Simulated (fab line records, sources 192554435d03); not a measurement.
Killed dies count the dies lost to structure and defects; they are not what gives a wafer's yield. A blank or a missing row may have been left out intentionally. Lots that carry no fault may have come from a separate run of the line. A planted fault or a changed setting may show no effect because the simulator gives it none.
Chamber matching || flow n5_finfet || N5_SDB_HM_DEP_00 on pecvd-04: 3 sister chambers
The step deposits SiNx from SiH4/NH3/N2, target thk 40 nm, time 35.3 s. 18 wafers are shown with their chamber, then 9 later ones without.

== EACH WAFER AND ITS CHAMBER ==
{"wafer": "L074.2", "chamber": 2, "throttle_valve_pct (%)": 42.9, "showerhead_plenum_p_Torr (Torr)": 5.14, "heater_power_w (W)": 745}
{"wafer": "L074.3", "chamber": 1, "throttle_valve_pct (%)": 40.5, "showerhead_plenum_p_Torr (Torr)": 5.09, "heater_power_w (W)": 691}
{"wafer": "L074.5", "chamber": 0, "throttle_valve_pct (%)": 38.8, "showerhead_plenum_p_Torr (Torr)": 5.10, "heater_power_w (W)": 604}
{"wafer": "L079.1", "chamber": 0, "throttle_valve_pct (%)": 39.1, "showerhead_plenum_p_Torr (Torr)": 5.09, "heater_power_w (W)": 634}
{"wafer": "L079.2", "chamber": 2, "throttle_valve_pct (%)": 42.8, "showerhead_plenum_p_Torr (Torr)": 5.14, "heater_power_w (W)": 667}
{"wafer": "L079.5", "chamber": 1, "throttle_valve_pct (%)": 40.8, "showerhead_plenum_p_Torr (Torr)": 5.11, "heater_power_w (W)": 726}
{"wafer": "L087.1", "chamber": 2, "throttle_valve_pct (%)": 42.5, "showerhead_plenum_p_Torr (Torr)": 5.13, "heater_power_w (W)": 746}
{"wafer": "L087.3", "chamber": 0, "throttle_valve_pct (%)": 39.5, "showerhead_plenum_p_Torr (Torr)": 5.11, "heater_power_w (W)": 698}
{"wafer": "L087.5", "chamber": 1, "throttle_valve_pct (%)": 40.8, "showerhead_plenum_p_Torr (Torr)": 5.10, "heater_power_w (W)": 793}
{"wafer": "L089.2", "chamber": 0, "throttle_valve_pct (%)": 39.9, "showerhead_plenum_p_Torr (Torr)": 5.10, "heater_power_w (W)": 641}
{"wafer": "L089.3", "chamber": 1, "throttle_valve_pct (%)": 40.8, "showerhead_plenum_p_Torr (Torr)": 5.10, "heater_power_w (W)": 851}
{"wafer": "L089.5", "chamber": 1, "throttle_valve_pct (%)": 40.6, "showerhead_plenum_p_Torr (Torr)": 5.09, "heater_power_w (W)": 823}
{"wafer": "L090.1", "chamber": 0, "throttle_valve_pct (%)": 39.7, "showerhead_plenum_p_Torr (Torr)": 5.11, "heater_power_w (W)": 707}
{"wafer": "L090.2", "chamber": 2, "throttle_valve_pct (%)": 42.8, "showerhead_plenum_p_Torr (Torr)": 5.14, "heater_power_w (W)": 758}
{"wafer": "L090.3", "chamber": 0, "throttle_valve_pct (%)": 39.6, "showerhead_plenum_p_Torr (Torr)": 5.11, "heater_power_w (W)": 706}
{"wafer": "L090.4", "chamber": 2, "throttle_valve_pct (%)": 42.5, "showerhead_plenum_p_Torr (Torr)": 5.13, "heater_power_w (W)": 748}
{"wafer": "L090.5", "chamber": 0, "throttle_valve_pct (%)": 40.0, "showerhead_plenum_p_Torr (Torr)": 5.11, "heater_power_w (W)": 709}
{"wafer": "L090.6", "chamber": 2, "throttle_valve_pct (%)": 42.7, "showerhead_plenum_p_Torr (Torr)": 5.14, "heater_power_w (W)": 735}

SIGNATURES (means of the wafers above)
{"reading": "throttle_valve_pct", "chamber 0": 39.514, "chamber 1": 40.700, "chamber 2": 42.700, "scatter within a chamber": 0.298}
{"reading": "showerhead_plenum_p_Torr", "chamber 0": 5.1043, "chamber 1": 5.0980, "chamber 2": 5.1367, "scatter within a chamber": 0.00723}
{"reading": "heater_power_w", "chamber 0": 671.29, "chamber 1": 776.80, "chamber 2": 733.17, "scatter within a chamber": 48.2}
Rule: for a wafer and a chamber, the distance is found by dividing, reading by reading, the gap between the wafer's reading and the chamber's mean by the reading's scatter, squaring, summing and taking the root. The wafer belongs to the nearest chamber; if the next one is less than 2 further off, it can't be placed. The scatter: take each reading less its chamber's mean, square it, sum over the shown wafers, divide by the number of wafers less the number of chambers, and take the root.

== WAFERS WITHOUT THEIR CHAMBER ==
{"wafer": "L091.3", "throttle_valve_pct (%)": 39.9, "showerhead_plenum_p_Torr (Torr)": 5.08, "heater_power_w (W)": 675}
{"wafer": "L091.4", "throttle_valve_pct (%)": 42.5, "showerhead_plenum_p_Torr (Torr)": 5.13, "heater_power_w (W)": 729}
{"wafer": "L091.6", "throttle_valve_pct (%)": 42.6, "showerhead_plenum_p_Torr (Torr)": 5.13, "heater_power_w (W)": 745}
{"wafer": "L097.1", "throttle_valve_pct (%)": 40.9, "showerhead_plenum_p_Torr (Torr)": 5.10, "heater_power_w (W)": 657}
{"wafer": "L097.2", "throttle_valve_pct (%)": 40.1, "showerhead_plenum_p_Torr (Torr)": 5.09, "heater_power_w (W)": 711}
{"wafer": "L097.3", "throttle_valve_pct (%)": 39.5, "showerhead_plenum_p_Torr (Torr)": 5.09, "heater_power_w (W)": 701}
{"wafer": "L097.4", "throttle_valve_pct (%)": 40.6, "showerhead_plenum_p_Torr (Torr)": 5.10, "heater_power_w (W)": 669}
{"wafer": "L097.5", "throttle_valve_pct (%)": 40.6, "showerhead_plenum_p_Torr (Torr)": 5.09, "heater_power_w (W)": 667}
{"wafer": "L097.6", "throttle_valve_pct (%)": 39.9, "showerhead_plenum_p_Torr (Torr)": 5.12, "heater_power_w (W)": 711}

== EACH ONE'S CHAMBER ==
{"wafer": "L091.3", "from the rows above": "can't be placed: 0 or 1", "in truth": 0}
{"wafer": "L091.4", "from the rows above": 2, "in truth": 2}
{"wafer": "L091.6", "from the rows above": 2, "in truth": 2}
{"wafer": "L097.1", "from the rows above": 1, "in truth": 1}
{"wafer": "L097.2", "from the rows above": "can't be placed: 1 or 0", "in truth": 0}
{"wafer": "L097.3", "from the rows above": 0, "in truth": 0}
{"wafer": "L097.4", "from the rows above": "can't be placed: 1 or 0", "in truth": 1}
{"wafer": "L097.5", "from the rows above": "can't be placed: 1 or 0", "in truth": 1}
{"wafer": "L097.6", "from the rows above": "can't be placed: 0 or 1", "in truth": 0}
4 of 9 placed correctly. These rows do not allow placing 5 (true chamber among the candidates in 5). Number placed wrongly: 0.
